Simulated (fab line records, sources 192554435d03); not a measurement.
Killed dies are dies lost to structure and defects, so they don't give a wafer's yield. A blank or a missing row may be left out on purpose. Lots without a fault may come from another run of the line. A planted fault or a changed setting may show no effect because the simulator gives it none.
Which tool did it? | flow n5_finfet | 23 lots, 69 wafers sampled, at 6 steps of a route of 1938

WHAT THE GAUGES READ, wafer by wafer
The record holds no reading of a measuring or inspecting step that can be judged against a usual standard deviation.

WHICH TOOL RAN EACH LOT (tool, then ch and the chambers of the sampled wafers, then the start)
lot  | N5_HKMG_FIN_ALD_72           | N5_GATE_CUT_STRIP_59              | N5_GATE_CUT_ETCH_28                | N5_GATE_CUT_CUT_ETCH_55           | N5_GATE_CUT_VAPOR_ETCH_49         | N5_GATE_CUT_VAPOR_ETCH_51
L074 | cvd_w-01 ch 0,1, day 4 10:11 | rie_diel-05 ch 1,2, day 4 11:30   | rie_diel-05 ch 0,1,2, day 4 14:50  | rie_metal-01 ch 1, day 4 15:19    | rie_metal-01 ch 1, day 4 15:25    | rie_metal-01 ch 1, day 4 15:26
L075 | cvd_w-01 ch 0,1, day 4 16:50 | rie_diel-02 ch 1,2, day 4 18:09   | rie_diel-05 ch 0,1,3, day 4 21:46  | rie_metal-02 ch 0,1, day 4 22:14  | rie_metal-02 ch 0,1, day 4 22:20  | rie_metal-02 ch 0,1, day 4 22:22
L076 | cvd_w-01 ch 0,1, day 4 21:03 | rie_diel-05 ch 1,2, day 4 22:23   | rie_diel-04 ch 1,2, day 5 01:49    | rie_metal-01 ch 0,1, day 5 02:17  | rie_metal-01 ch 0,1, day 5 02:23  | rie_metal-01 ch 0,1, day 5 02:25
L077 | cvd_w-02 ch 0,1, day 5 04:55 | rie_diel-05 ch 1,2,3, day 5 06:13 | rie_diel-02 ch 1,2, day 5 10:09    | rie_metal-02 ch 0,1, day 5 10:38  | rie_metal-02 ch 0,1, day 5 10:43  | rie_metal-02 ch 0,1, day 5 10:45
L078 | cvd_w-01 ch 0, day 5 11:07   | rie_diel-04 ch 0,2,3, day 5 12:25 | rie_diel-04 ch 2,3, day 5 15:50    | rie_metal-01 ch 0,1, day 5 16:19  | rie_metal-01 ch 0,1, day 5 16:24  | rie_metal-01 ch 0,1, day 5 16:26
L079 | cvd_w-01 ch 0,1, day 5 16:48 | rie_diel-02 ch 1,2,3, day 5 18:17 | rie_diel-04 ch 0,1,3, day 5 21:36  | rie_metal-01 ch 0,1, day 5 22:05  | rie_metal-01 ch 0,1, day 5 22:10  | rie_metal-01 ch 0,1, day 5 22:12
L080 | cvd_w-02 ch 0,1, day 5 20:23 | rie_diel-04 ch 1,2,3, day 5 22:02 | rie_diel-02 ch 1,2,3, day 6 01:50  | rie_metal-01 ch 0,1, day 6 02:19  | rie_metal-01 ch 0,1, day 6 02:24  | rie_metal-01 ch 0,1, day 6 02:26
L081 | cvd_w-01 ch 0,1, day 6 06:38 | rie_diel-05 ch 1,2,3, day 6 08:04 | rie_diel-02 ch 0,1,2, day 6 11:23  | rie_metal-02 ch 1, day 6 11:52    | rie_metal-02 ch 1, day 6 11:57    | rie_metal-02 ch 1, day 6 11:59
L082 | cvd_w-01 ch 0,1, day 6 09:51 | rie_diel-05 ch 0,2,3, day 6 11:10 | rie_diel-04 ch 2,3, day 6 14:39    | rie_metal-02 ch 0,1, day 6 15:07  | rie_metal-02 ch 0,1, day 6 15:13  | rie_metal-02 ch 0,1, day 6 15:14
L083 | cvd_w-02 ch 0,1, day 6 14:14 | rie_diel-05 ch 0,3, day 6 15:36   | rie_diel-05 ch 0,3, day 6 19:03    | rie_metal-03 ch 0,1, day 6 19:31  | rie_metal-03 ch 0,1, day 6 19:37  | rie_metal-03 ch 0,1, day 6 19:38
L084 | cvd_w-01 ch 0,1, day 6 20:59 | rie_diel-05 ch 0,1,2, day 6 22:16 | rie_diel-05 ch 0,2,3, day 7 01:43  | rie_metal-03 ch 0,1, day 7 02:13  | rie_metal-03 ch 0,1, day 7 02:18  | rie_metal-03 ch 0,1, day 7 02:20
L085 | cvd_w-02 ch 0, day 6 23:35   | rie_diel-02 ch 0,3, day 7 00:53   | rie_diel-04 ch 1,2, day 7 04:26    | rie_metal-01 ch 0,1, day 7 04:55  | rie_metal-01 ch 0,1, day 7 05:01  | rie_metal-01 ch 0,1, day 7 05:02
L086 | cvd_w-02 ch 0,1, day 7 13:40 | rie_diel-02 ch 0,3, day 7 15:07   | rie_diel-02 ch 0,2,3, day 7 18:29  | rie_metal-03 ch 0, day 7 19:05    | rie_metal-03 ch 0, day 7 19:16    | rie_metal-03 ch 0, day 7 19:19
L087 | cvd_w-01 ch 0,1, day 7 15:34 | rie_diel-04 ch 0,2, day 7 17:34   | rie_diel-02 ch 0,2,3, day 7 21:05  | rie_metal-01 ch 0,1, day 7 21:34  | rie_metal-01 ch 0,1, day 7 21:40  | rie_metal-01 ch 0,1, day 7 21:41
L088 | cvd_w-02 ch 0,1, day 7 21:13 | rie_diel-02 ch 0,3, day 7 22:31   | rie_diel-02 ch 0,3, day 8 02:25    | rie_metal-03 ch 0,1, day 8 02:53  | rie_metal-03 ch 0,1, day 8 02:58  | rie_metal-03 ch 0,1, day 8 03:00
L089 | cvd_w-01 ch 0,1, day 8 06:17 | rie_diel-05 ch 1,2,3, day 8 07:38 | rie_diel-04 ch 0,1,2, day 8 11:05  | rie_metal-03 ch 0,1, day 8 11:34  | rie_metal-03 ch 0,1, day 8 11:39  | rie_metal-03 ch 0,1, day 8 11:41
L090 | cvd_w-02 ch 0,1, day 8 08:48 | rie_diel-04 ch 2,3, day 8 10:05   | rie_diel-05 ch 0,2, day 8 13:33    | rie_metal-03 ch 0,1, day 8 14:02  | rie_metal-03 ch 0,1, day 8 14:08  | rie_metal-03 ch 0,1, day 8 14:10
L092 | cvd_w-02 ch 0,1, day 8 18:46 | rie_diel-05 ch 1,2,3, day 8 20:05 | rie_diel-04 ch 2,3, day 8 23:34    | rie_metal-03 ch 0,1, day 9 00:02  | rie_metal-03 ch 0,1, day 9 00:08  | rie_metal-03 ch 0,1, day 9 00:10
L093 | cvd_w-02 ch 0,1, day 9 01:01 | rie_diel-05 ch 0,1, day 9 02:20   | rie_diel-04 ch 1,2,3, day 9 05:46  | rie_metal-01 ch 0,1, day 9 06:14  | rie_metal-01 ch 0,1, day 9 06:20  | rie_metal-01 ch 0,1, day 9 06:22
L094 | cvd_w-01 ch 0,1, day 9 07:53 | rie_diel-04 ch 1,2, day 9 09:15   | rie_diel-04 ch 2,3, day 9 13:26    | rie_metal-01 ch 0,1, day 9 13:55  | rie_metal-01 ch 0,1, day 9 14:00  | rie_metal-01 ch 0,1, day 9 14:02
L095 | cvd_w-02 ch 0,1, day 9 12:45 | rie_diel-02 ch 0,1,3, day 9 14:05 | rie_diel-04 ch 1,2, day 9 17:40    | rie_metal-02 ch 0,1, day 9 18:09  | rie_metal-02 ch 0,1, day 9 18:14  | rie_metal-02 ch 0,1, day 9 18:16
L096 | cvd_w-02 ch 0,1, day 9 20:35 | rie_diel-04 ch 1,3, day 9 22:17   | rie_diel-02 ch 0,1,3, day 10 01:37 | rie_metal-01 ch 0, day 10 02:13   | rie_metal-01 ch 0, day 10 02:24   | rie_metal-01 ch 0, day 10 02:28
L097 | cvd_w-02 ch 0,1, day 9 23:52 | rie_diel-05 ch 0,1, day 10 01:16  | rie_diel-05 ch 2,3, day 10 04:36   | rie_metal-03 ch 0,1, day 10 05:05 | rie_metal-03 ch 0,1, day 10 05:10 | rie_metal-03 ch 0,1, day 10 05:12
- N5_HKMG_FIN_ALD_72: deposits W, target thk 2 nm, pulse time 1 s, purge time 2 s.
- N5_GATE_CUT_STRIP_59: strips in N2/H2, time 20 s.
- N5_GATE_CUT_ETCH_28: etches underlayer in N2/H2, target depth 13 nm, time 10.4 s.
- N5_GATE_CUT_CUT_ETCH_55: etches HfO2 in BCl3, target depth 3.2 nm.
- N5_GATE_CUT_VAPOR_ETCH_49: etches TiAlC in BCl3/Cl2.
- N5_GATE_CUT_VAPOR_ETCH_51: etches HfO2 in BCl3/Cl2.

WHAT THE TOOLS THEMSELVES READ (means of the sampled wafers that have a number; where no wafer has one, the mark that the record gives instead)
N5_HKMG_FIN_ALD_72.
lot  | tool     | heater_power_w (W) | precursor_pulse_height_rel
L074 | cvd_w-01 | 489                | 1.007
L075 | cvd_w-01 | 525                | 1.021
L076 | cvd_w-01 | 487                | 0.999
L077 | cvd_w-02 | 456                | 1.012
L078 | cvd_w-01 | 557                | 0.985
L079 | cvd_w-01 | 493                | 0.984
L080 | cvd_w-02 | 439                | 1.016
L081 | cvd_w-01 | 497                | 0.989
L082 | cvd_w-01 | 494                | 1.028
L083 | cvd_w-02 | 439                | 1.005
L084 | cvd_w-01 | 531                | 1.006
L085 | cvd_w-02 | 474                | 0.986
L086 | cvd_w-02 | 454                | 1.011
L087 | cvd_w-01 | 485                | 1.024
L088 | cvd_w-02 | 442                | 0.992
L089 | cvd_w-01 | 528                | 0.994
L090 | cvd_w-02 | 460                | 1.015
L092 | cvd_w-02 | 453                | 0.983
L093 | cvd_w-02 | 439                | 1.002
L094 | cvd_w-01 | 487                | 0.986
L095 | cvd_w-02 | 455                | 0.988
L096 | cvd_w-02 | 460                | 0.996
L097 | cvd_w-02 | 439                | 1.023

N5_GATE_CUT_STRIP_59.
lot  | tool        | drypump_motor_current_A (A) | h2_flow_sccm (sccm) | oes_product_au (a.u.) | rf_vpp_V (V) | showerhead_plenum_p_Torr (Torr) | throttle_valve_pct (%)
L074 | rie_diel-05 | 6.2                         | 300.6               | 0.92                  | 45.2         | 3.31                            | 11.94
L075 | rie_diel-02 | 6.4                         | 299.4               | 0.78                  | 45.6         | 3.37                            | 12.55
L076 | rie_diel-05 | 6.2                         | 299.8               | 0.91                  | 44.2         | 3.30                            | 11.97
L077 | rie_diel-05 | 6.1                         | 300.0               | 0.86                  | 45.4         | 3.29                            | 12.02
L078 | rie_diel-04 | 5.5                         | 299.8               | 0.69                  | 45.9         | 3.37                            | 12.35
L079 | rie_diel-02 | 6.5                         | 300.6               | 0.79                  | 44.9         | 3.38                            | 12.42
L080 | rie_diel-04 | 5.5                         | 299.5               | 0.69                  | 45.9         | 3.38                            | 12.26
L081 | rie_diel-05 | 6.2                         | 300.9               | 0.84                  | 45.1         | 3.29                            | 12.05
L082 | rie_diel-05 | 6.1                         | 299.6               | 0.83                  | 45.9         | 3.36                            | 12.14
L083 | rie_diel-05 | 6.1                         | 300.6               | 0.79                  | 45.3         | 3.34                            | 12.21
L084 | rie_diel-05 | 5.9                         | 299.6               | 0.81                  | 45.3         | 3.36                            | 12.13
L085 | rie_diel-02 | 6.0                         | 300.2               | 0.76                  | 45.5         | 3.31                            | 12.32
L086 | rie_diel-02 | 6.0                         | 300.2               | 0.75                  | 44.4         | 3.31                            | 12.34
L087 | rie_diel-04 | 5.5                         | 300.1               | 0.67                  | 45.3         | 3.45                            | 12.60
L088 | rie_diel-02 | 6.0                         | 300.1               | 0.75                  | 45.9         | 3.31                            | 12.33
L089 | rie_diel-05 | 6.1                         | 300.6               | 0.83                  | 45.5         | 3.28                            | 12.08
L090 | rie_diel-04 | 5.6                         | 299.4               | 0.78                  | 45.1         | 3.50                            | 12.03
L092 | rie_diel-05 | 6.2                         | 300.8               | 0.82                  | 44.9         | 3.28                            | 12.09
L093 | rie_diel-05 | 5.6                         | 300.0               | 0.74                  | 46.1         | 3.33                            | 12.22
L094 | rie_diel-04 | 5.5                         | 299.8               | 0.68                  | 45.9         | 3.46                            | 12.40
L095 | rie_diel-02 | 5.9                         | 300.0               | 0.92                  | 45.1         | 3.42                            | 12.09
L096 | rie_diel-04 | 5.5                         | 300.3               | 0.84                  | 46.0         | 3.53                            | 11.88
L097 | rie_diel-05 | 5.6                         | 300.3               | 0.74                  | 45.1         | 3.33                            | 12.23

N5_GATE_CUT_ETCH_28.
lot  | tool        | drypump_motor_current_A (A) | etch_rf_on_time_s (s) | h2_flow_sccm (sccm) | oes_product_au (a.u.) | rf_vpp_V (V) | showerhead_plenum_p_Torr (Torr) | throttle_valve_pct (%)
L074 | rie_diel-05 | 5.9                         | 10.41                 | 199.8               | 0.71                  | 523.3        | 2.53                            | 17.74
L075 | rie_diel-05 | 5.8                         | 10.41                 | 199.2               | 0.66                  | 523.9        | 2.52                            | 17.80
L076 | rie_diel-04 | 5.5                         | 10.44                 | 200.2               | 0.60                  | 526.3        | 2.63                            | 17.87
L077 | rie_diel-02 | 6.5                         | 10.82                 | 199.6               | 0.68                  | 524.4        | 2.56                            | 18.13
L078 | rie_diel-04 | 5.6                         | 10.47                 | 199.4               | 0.60                  | 522.3        | 2.47                            | 17.66
L079 | rie_diel-04 | 5.4                         | 10.46                 | 199.3               | 0.58                  | 523.1        | 2.54                            | 17.96
L080 | rie_diel-02 | 6.5                         | 10.76                 | 199.4               | 0.66                  | 523.8        | 2.55                            | 18.07
L081 | rie_diel-02 | 6.0                         | 10.49                 | 200.1               | 0.64                  | 522.6        | 2.49                            | 18.09
L082 | rie_diel-04 | 5.6                         | 10.52                 | 199.7               | 0.59                  | 522.3        | 2.46                            | 17.67
L083 | rie_diel-05 | 5.8                         | 10.41                 | 200.3               | 0.64                  | 524.6        | 2.57                            | 17.90
L084 | rie_diel-05 | 6.1                         | 10.38                 | 200.6               | 0.70                  | 523.3        | 2.53                            | 17.82
L085 | rie_diel-04 | 5.5                         | 10.45                 | 200.4               | 0.59                  | 526.1        | 2.62                            | 17.90
L086 | rie_diel-02 | 6.1                         | 10.45                 | 200.1               | 0.65                  | 523.8        | 2.50                            | 17.99
L087 | rie_diel-02 | 6.1                         | 10.53                 | 200.1               | 0.65                  | 522.5        | 2.50                            | 17.99
L088 | rie_diel-02 | 5.5                         | 10.29                 | 200.6               | 0.62                  | 521.0        | 2.44                            | 17.95
L089 | rie_diel-04 | 5.5                         | 10.44                 | 199.9               | 0.58                  | 525.2        | 2.61                            | 18.06
L090 | rie_diel-05 | 6.1                         | 10.45                 | 199.7               | 0.72                  | 523.8        | 2.54                            | 17.77
L092 | rie_diel-04 | 5.6                         | 10.26                 | 200.2               | 0.67                  | 526.7        | 2.64                            | 17.63
L093 | rie_diel-04 | 5.5                         | 10.47                 | 199.6               | 0.65                  | 526.6        | 2.64                            | 17.69
L094 | rie_diel-04 | 5.6                         | 10.39                 | 200.3               | 0.66                  | 526.8        | 2.63                            | 17.63
L095 | rie_diel-04 | 5.6                         | 10.41                 | 199.5               | 0.58                  | 525.8        | 2.60                            | 17.87
L096 | rie_diel-02 | 5.9                         | 10.34                 | 199.6               | 0.76                  | 525.8        | 2.58                            | 17.78
L097 | rie_diel-05 | 6.4                         | 10.69                 | 200.6               | 0.69                  | 522.2        | 2.46                            | 17.81

N5_GATE_CUT_CUT_ETCH_55.
lot  | tool         | drypump_motor_current_A (A) | oes_product_au (a.u.) | throttle_valve_pct (%)
L074 | rie_metal-01 | 6.1                         | 0.68                  | 33.5
L075 | rie_metal-02 | 5.8                         | 0.73                  | 33.2
L076 | rie_metal-01 | 5.8                         | 0.64                  | 33.2
L077 | rie_metal-02 | 5.4                         | 0.77                  | 33.0
L078 | rie_metal-01 | 5.8                         | 0.63                  | 33.2
L079 | rie_metal-01 | 5.8                         | 0.63                  | 33.2
L080 | rie_metal-01 | 6.0                         | 0.66                  | 33.3
L081 | rie_metal-02 | 6.1                         | 0.70                  | 33.5
L082 | rie_metal-02 | 5.8                         | 0.73                  | 33.2
L083 | rie_metal-03 | 5.5                         | 0.61                  | 33.3
L084 | rie_metal-03 | 5.3                         | 0.59                  | 33.1
L085 | rie_metal-01 | 5.8                         | 0.63                  | 33.2
L086 | rie_metal-03 | 5.7                         | 0.62                  | 33.5
L087 | rie_metal-01 | 5.8                         | 0.63                  | 33.2
L088 | rie_metal-03 | 5.5                         | 0.74                  | 33.3
L089 | rie_metal-03 | 5.3                         | 0.84                  | 33.0
L090 | rie_metal-03 | 5.3                         | 0.83                  | 33.0
L092 | rie_metal-03 | 5.4                         | 0.72                  | 33.3
L093 | rie_metal-01 | 6.0                         | 0.64                  | 33.3
L094 | rie_metal-01 | 5.8                         | 0.62                  | 33.2
L095 | rie_metal-02 | 5.4                         | 0.75                  | 33.0
L096 | rie_metal-01 | 5.6                         | 0.60                  | 33.0
L097 | rie_metal-03 | 5.3                         | 0.82                  | 33.1

N5_GATE_CUT_VAPOR_ETCH_49.
lot  | tool         | drypump_motor_current_A (A) | oes_product_au (a.u.)
L074 | rie_metal-01 | 6.1                         | 0.68
L075 | rie_metal-02 | 5.8                         | 0.74
L076 | rie_metal-01 | 5.8                         | 0.64
L077 | rie_metal-02 | 5.4                         | 0.77
L078 | rie_metal-01 | 5.8                         | 0.63
L079 | rie_metal-01 | 5.8                         | 0.64
L080 | rie_metal-01 | 5.9                         | 0.65
L081 | rie_metal-02 | 6.1                         | 0.68
L082 | rie_metal-02 | 5.8                         | 0.73
L083 | rie_metal-03 | 5.5                         | 0.61
L084 | rie_metal-03 | 5.3                         | 0.60
L085 | rie_metal-01 | 5.8                         | 0.63
L086 | rie_metal-03 | 5.7                         | 0.62
L087 | rie_metal-01 | 5.8                         | 0.62
L088 | rie_metal-03 | 5.5                         | 0.73
L089 | rie_metal-03 | 5.3                         | 0.84
L090 | rie_metal-03 | 5.3                         | 0.84
L092 | rie_metal-03 | 5.5                         | 0.72
L093 | rie_metal-01 | 5.9                         | 0.64
L094 | rie_metal-01 | 5.8                         | 0.62
L095 | rie_metal-02 | 5.4                         | 0.75
L096 | rie_metal-01 | 5.6                         | 0.59
L097 | rie_metal-03 | 5.3                         | 0.82

N5_GATE_CUT_VAPOR_ETCH_51.
lot  | tool         | drypump_motor_current_A (A) | oes_product_au (a.u.)
L074 | rie_metal-01 | 6.1                         | 0.68
L075 | rie_metal-02 | 5.8                         | 0.73
L076 | rie_metal-01 | 5.8                         | 0.64
L077 | rie_metal-02 | 5.4                         | 0.77
L078 | rie_metal-01 | 5.8                         | 0.63
L079 | rie_metal-01 | 5.8                         | 0.64
L080 | rie_metal-01 | 5.9                         | 0.66
L081 | rie_metal-02 | 6.1                         | 0.69
L082 | rie_metal-02 | 5.7                         | 0.73
L083 | rie_metal-03 | 5.5                         | 0.61
L084 | rie_metal-03 | 5.3                         | 0.59
L085 | rie_metal-01 | 5.8                         | 0.63
L086 | rie_metal-03 | 5.7                         | 0.62
L087 | rie_metal-01 | 5.8                         | 0.63
L088 | rie_metal-03 | 5.5                         | 0.73
L089 | rie_metal-03 | 5.3                         | 0.85
L090 | rie_metal-03 | 5.3                         | 0.85
L092 | rie_metal-03 | 5.5                         | 0.72
L093 | rie_metal-01 | 5.9                         | 0.64
L094 | rie_metal-01 | 5.8                         | 0.62
L095 | rie_metal-02 | 5.4                         | 0.75
L096 | rie_metal-01 | 5.7                         | 0.60
L097 | rie_metal-03 | 5.3                         | 0.81

THE ANSWER, worked out from the rows above alone
Rule: what is usual is taken from the lots themselves. Put in order of their means at a reading, lots are off if they are a third of the lots or fewer, leave a main group of 4 or more, and stand apart from it by a gap of 3 or more times the standard deviation of the main group's means; of several such gaps the widest counts. A main group whose means are all the same, to the digits that the tables above print for the reading, isn't used. A lot without any number at a reading at which 4 lots or more have one is off too. The other lots that the step has rows for count as sound. The gauges are gone through in route order, then the tools' own readings, and for those a lot's mean is taken as printed above. The first step at which some lot is off is used, and at that step the reading that is off furthest; a lot without a number counts as furthest.
No lot is off at any reading shown: from this, nothing can be told.

WHAT THE SIMULATOR HAD PUT IN
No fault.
